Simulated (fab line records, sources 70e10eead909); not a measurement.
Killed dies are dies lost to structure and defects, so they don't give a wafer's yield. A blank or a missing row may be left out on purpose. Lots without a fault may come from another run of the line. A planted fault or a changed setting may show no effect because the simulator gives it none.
A struck lot beside a sound one | flow nand_harc | 15 steps out of a route of 1302
Sound: wafers L500.3, L500.4, L500.6. Struck: wafer L511.1. (L511.4 of the same lot was not struck and is left out.) The cause comes at the end.
At each step with rows: each side's tool, then ch and its chambers, then its first start. Under that, the readings that differ: sound wafers | struck wafers | difference of the means | sigmas: that difference in standard deviations of wafers without a fault.
alike: readings whose means differ by less than 2 such deviations, and words and numbers that are the same on both sides. not compared: withheld readings, readings that some wafer has no value for, bounds like >300 that may hide the same value, and numbers for which the record gives no deviation and whose values overlap.
The two part at a step that has a row with sigmas, a row that says differs or no value, or rows on one side only. Numbers that don't overlap but have no deviation are shown without sigmas and don't part them. A reading that every wafer of one side lacks parts them only if that side has two wafers or more.

first, 7 steps without rows for these wafers: NHARC_A_BLC_COAT_03 (time 65 s); NHARC_A_BLC_COAT_04 (resist thk 90 nm); NHARC_A_BLC_SOFTBAKE_05 (time 55 s); NHARC_A_BLC_EBR_06; NHARC_A_BLC_EXPOSE_07 (exposes mask A BLC, target cd 100 nm); NHARC_A_BLC_PEB_08 (peb time 65 s); NHARC_A_BLC_DEVELOP_09 (develop time 35 s).
NHARC_A_BLC_CD_MEAS_10: target cd 100 nm.
  sound on cd_sem-02 ch 0, day 26 17:32; struck on cd_sem-03 ch 0, day 31 01:12
  alike: cd_nm
NHARC_A_BLC_OVL_MEAS_11:
  sound on overlay-02, day 26 17:37; struck on overlay-01, day 31 01:17
  alike: overlay_x_nm, overlay_y_nm
NHARC_A_BLC_INSPECT_12:
  sound on defect_inspect-02, day 26 17:39; struck on defect_inspect-01, day 31 01:20
  alike: raw_defect_count
NHARC_A_BLC_DESCUM_15: chemistry O2, time 3 s.
  sound on rie_diel-13 ch 0,2, day 26 17:43; struck on rie_diel-13 ch 3, day 31 01:23
  reading                         | sound             | struck | difference | sigmas
  mfc_ar_sccm (sccm)              | 0.019 0.029 0.019 | 0      | +0         | -2
  rf_vpp_V (V)                    | 57.3 57.0 57.4    | 59.3   | +2.1       | +2
  showerhead_plenum_p_Torr (Torr) | 1.77 1.85 1.77    | 2.02   | +0.22      | +3
  alike: drypump_motor_current_A, oes_product_au, throttle_valve_pct
  not compared: rf_hours_counter_h
NHARC_A_BLC_ETCH_16: etches the open film in CF4, target depth 39 nm, time 65 s.
  sound on rie_diel-13 ch 0,2,3, day 26 17:48; struck on rie_diel-13 ch 2, day 31 01:28
  alike: drypump_motor_current_A, mfc_ar_sccm, oes_product_au, rf_fwd_power_W, rf_vpp_V, showerhead_plenum_p_Torr, throttle_valve_pct
  not compared: rf_hours_counter_h
NHARC_A_BLC_ETCH_17: etches the open film in N2/H2, target depth 390 nm, time 609.38 s.
  sound on rie_diel-13 ch 1,2,3, day 26 17:56; struck on rie_diel-13 ch 2, day 31 01:34
  reading               | sound             | struck | difference | sigmas
  oes_product_au (a.u.) | 0.989 0.994 1.010 | 0.870  | -0.128     | -12
  alike: drypump_motor_current_A, h2_flow_sccm, mfc_ar_sccm, rf_fwd_power_W, rf_vpp_V, showerhead_plenum_p_Torr, throttle_valve_pct
  not compared: rf_hours_counter_h
NHARC_A_BLC_ETCH_18: etches the open film in C4F8/O2/Ar, target depth 910 nm.
  sound on rie_diel-13 ch 0,1,3; struck on rie_diel-13 ch 3
  alike: oes_product_au, rf_fwd_power_W, rf_vpp_V
  not compared: rf_hours_counter_h
-- the record jumps here: 2 days lie between the struck wafers' starts before and after (it left off in module A_BLC and takes up again in module END, whose first step shown is number 1302 of the route) --
NHARC_END_SORT_01:
  sound on prober-01 ch 0, day 28 17:13; struck on prober-02 ch 0, day 33 03:06
  reading         | sound    | struck | difference | sigmas
  killed_at_array | 58 65 57 | 175    | +115       | +7
  killed_dies     | 58 66 57 | 180    | +120       | +7
  alike: killed_at_other, killed_at_periphery, killed_open, killed_short

WHERE THEY PART
First at NHARC_A_BLC_DESCUM_15; last, within this record, at NHARC_END_SORT_01.

WHY: what the simulator had put in
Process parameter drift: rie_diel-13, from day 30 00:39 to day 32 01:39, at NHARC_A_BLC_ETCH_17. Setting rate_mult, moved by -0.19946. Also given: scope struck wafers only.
